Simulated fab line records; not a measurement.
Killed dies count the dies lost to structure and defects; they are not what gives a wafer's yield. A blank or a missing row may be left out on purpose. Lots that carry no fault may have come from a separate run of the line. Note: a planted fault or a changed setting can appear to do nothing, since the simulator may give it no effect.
Which of the tools did it? | flow nand_harc | 14 lots, 42 wafers sampled, at 2 steps of a route of 1159

== WHAT EACH GAUGE READ, for each wafer ==
NHARC_P_STI_OCD_MEAS_17. Usual: trench_depth_nm 300.7 nm, standard deviation 3; trench_foot_cd_nm 157.5 nm, standard deviation 2.
lot  | measured    | on     | trench_depth_nm (nm) | trench_foot_cd_nm (nm) | flag
L832 | day 2 09:07 | ocd-01 | 301.5 301.9 298.7    | 159.0 158.5 160.7      |
L833 | day 2 19:45 | ocd-01 | 294.2 298.5 298.9    | 157.6 157.3 158.1      |
L834 | day 3 04:03 | ocd-01 | 302.6 301.3 295.2    | 160.7 161.0 161.8      |
L835 | day 3 04:14 | ocd-02 | 293.3 299.4 297.7    | 160.2 158.3 162.1      |
L836 | day 3 12:03 | ocd-01 | 304.4 300.8 302.8    | 159.5 159.3 160.4      |
L837 | day 3 18:00 | ocd-02 | 301.3 304.2 302.0    | 159.4 159.2 156.9      |
L838 | day 4 01:41 | ocd-02 | 299.7 297.8 294.9    | 155.7 155.7 156.1      |
L839 | day 4 07:10 | ocd-02 | 297.0 296.3 297.6    | 157.0 157.9 157.2      |
L842 | day 5 02:11 | ocd-02 | 299.9 299.6 300.1    | 160.3 160.1 157.9      |
L843 | day 5 06:32 | ocd-02 | 297.1 299.7 296.4    | 157.8 155.7 157.2      |
L844 | day 5 14:22 | ocd-01 | 297.6 297.1 297.6    | 159.1 159.0 159.8      |
L845 | day 5 14:31 | ocd-02 | 302.5 303.4 302.0    | 157.4 156.1 155.5      |
L849 | day 6 19:49 | ocd-02 | 298.3 300.3 298.2    | 158.3 160.8 160.1      |
L850 | day 7 02:10 | ocd-02 | 303.7 300.8 301.6    | 157.0 157.6 157.8      |

NHARC_P_STI_OCD_MEAS_43. Usual: trench_depth_nm 300.7 nm, standard deviation 2.9; trench_foot_cd_nm 157.5 nm, standard deviation 2.
lot  | measured    | on     | trench_depth_nm (nm) | trench_foot_cd_nm (nm) | flag
L832 | day 2 09:38 | ocd-01 | 302.0 302.0 298.3    | 158.8 158.6 160.8      |
L833 | day 2 20:21 | ocd-02 | 294.1 298.6 299.4    | 158.4 157.3 158.0      |
L834 | day 3 04:34 | ocd-01 | 303.3 300.9 295.0    | 160.5 161.0 161.6      |
L835 | day 3 04:45 | ocd-02 | 293.5 299.2 298.1    | 160.2 158.8 161.3      |
L836 | day 3 12:33 | ocd-02 | 303.9 300.9 302.4    | 159.6 159.0 160.0      |
L837 | day 3 18:31 | ocd-01 | 301.1 303.9 302.0    | 159.9 159.1 156.3      |
L838 | day 4 02:17 | ocd-01 | 299.0 297.8 294.5    | 156.0 156.3 156.5      |
L839 | day 4 07:40 | ocd-01 | 297.0 297.0 297.0    | 157.4 157.3 157.3      |
L842 | day 5 02:48 | ocd-01 | 299.6 299.4 299.8    | 160.1 160.4 157.8      |
L843 | day 5 07:03 | ocd-01 | 297.7 299.7 296.6    | 158.0 155.3 157.0      |
L844 | day 5 14:52 | ocd-01 | 297.4 297.1 297.7    | 158.7 158.8 160.2      |
L845 | day 5 15:09 | ocd-02 | 302.5 302.4 302.2    | 158.0 156.0 155.9      |
L849 | day 6 20:19 | ocd-01 | 298.7 299.9 298.0    | 158.1 161.1 159.9      |
L850 | day 7 02:41 | ocd-01 | 303.7 300.3 301.2    | 156.8 158.1 157.8      |

== TOOL THAT RAN EACH LOT (tool first, then ch and the chambers of the sampled wafers, then the start) ==
The record shows no process step preceding these readings.

== WHAT THE TOOLS THEMSELVES READ (means of the sampled wafers that have a number; where no wafer has one, the mark that the record gives instead) ==
The record holds no such reading with a usual standard deviation.

== THE ANSWER, worked out from the rows above alone ==
Rule: a lot counts as off when the mean over its wafers that have a number is more than 3 standard deviations away from the usual mean. A lot without any number at a reading at which 4 lots or more have one is off too. Any other lot the step has rows for is counted as sound. After the gauges, taken in route order, come the tools' own readings; for these a lot's mean is taken, as printed above. At the first step where some lot is off, the reading lying furthest off is the one used; lots without a number count as furthest.
None of the lots is off at any reading shown; this tells nothing.

== WHAT HAD BEEN PUT IN BY THE SIMULATOR ==
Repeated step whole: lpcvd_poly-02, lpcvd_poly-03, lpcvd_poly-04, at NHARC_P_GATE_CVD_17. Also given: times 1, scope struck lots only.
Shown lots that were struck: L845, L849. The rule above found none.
